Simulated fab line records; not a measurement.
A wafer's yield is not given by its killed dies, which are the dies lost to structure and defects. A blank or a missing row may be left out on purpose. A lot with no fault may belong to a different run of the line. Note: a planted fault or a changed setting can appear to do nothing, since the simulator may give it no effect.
A single fault, viewed from 3 desks | flow n5 finfet | only its own numbers are on each desk; what lay behind them is given at the end

## THE TOOL OWNER'S DESK: ald sin-02
The tool's own readings at N5_SD_EPI_N_LINER_46 (material SiNx, target thk 3 nm): means of the sampled wafers that have a number, for each lot that ran on this tool. The brackets show how far a lot's mean lies from the usual mean; more than 4 standard deviations puts the lot out of limits, marked OUT.
Columns: A = heater power w at N5_SD_EPI_N_LINER_46, usual 807 W
lot  | first seen here | A
L164 | day 5 07:29     | 722
L165 | day 5 14:58     | 752
L176 | day 8 07:15     | 759
L177 | day 8 11:28     | 794
Finding of this desk: none of the 4 lots has anything out of limits.

## THE DEFECT DESK
Lot by lot, what the route's inspections counted, given as the mean of those sampled wafers with a number. The brackets show how far a lot's mean lies from the usual mean; more than 4 standard deviations puts the lot out of limits, marked OUT.
Columns: A = raw defect count at N5_SD_EPI_N_INSPECT_26, usual 202; B = raw defect count at N5_SD_EPI_P_INSPECT_11, usual 2.2
lot  | first seen here | A   | B
L157 | day 3 12:24     | 174 | 0.3
L164 | day 5 07:44     | 244 | 3.0
L165 | day 5 15:13     | 191 | 1.3
L175 | day 8 00:13     | 202 | 3.0
L176 | day 8 07:30     | 228 | 1.3
L177 | day 8 11:43     | 260 | 1.7
Finding of this desk: none of the 6 lots has anything out of limits.

## THE METROLOGY DESK
Lot by lot, what the gauges showed, no matter which tool ran the lot: averages of those sampled wafers that carry a number. The brackets show how far a lot's mean lies from the usual mean; more than 4 standard deviations puts the lot out of limits, marked OUT.
Columns: A = thk nm at N5_SD_EPI_N_EPI_MEAS_23, usual 59.0 nm; B = cd nm at N5_SD_EPI_P_CD_MEAS_09, usual 240.3 nm; C = SD_P_BLK_OVL at N5_SD_EPI_P_OVL_MEAS_10, usual 0.3 nm
lot  | first seen here | A    | B     | C
L157 | day 3 11:30     | 59.5 | 240.6 | 0.5
L164 | day 5 06:52     | 59.3 | 239.7 | 0.7
L165 | day 5 14:39     | 59.1 | 241.7 | 0.1
L175 | day 7 23:38     | 58.9 | 240.1 | 0.5
L176 | day 8 06:57     | 59.5 | 240.4 | 0.3
L177 | day 8 10:53     | 58.9 | 240.1 | 0.5
Finding of this desk: none of the 6 lots has anything out of limits.

## ALL TOGETHER
The desk of the tool owner found nothing out of limits.
Nothing out of limits was seen by the defect desk.
Nothing out of limits was seen by the metrology desk.

## WHAT THE SIMULATOR PUT IN
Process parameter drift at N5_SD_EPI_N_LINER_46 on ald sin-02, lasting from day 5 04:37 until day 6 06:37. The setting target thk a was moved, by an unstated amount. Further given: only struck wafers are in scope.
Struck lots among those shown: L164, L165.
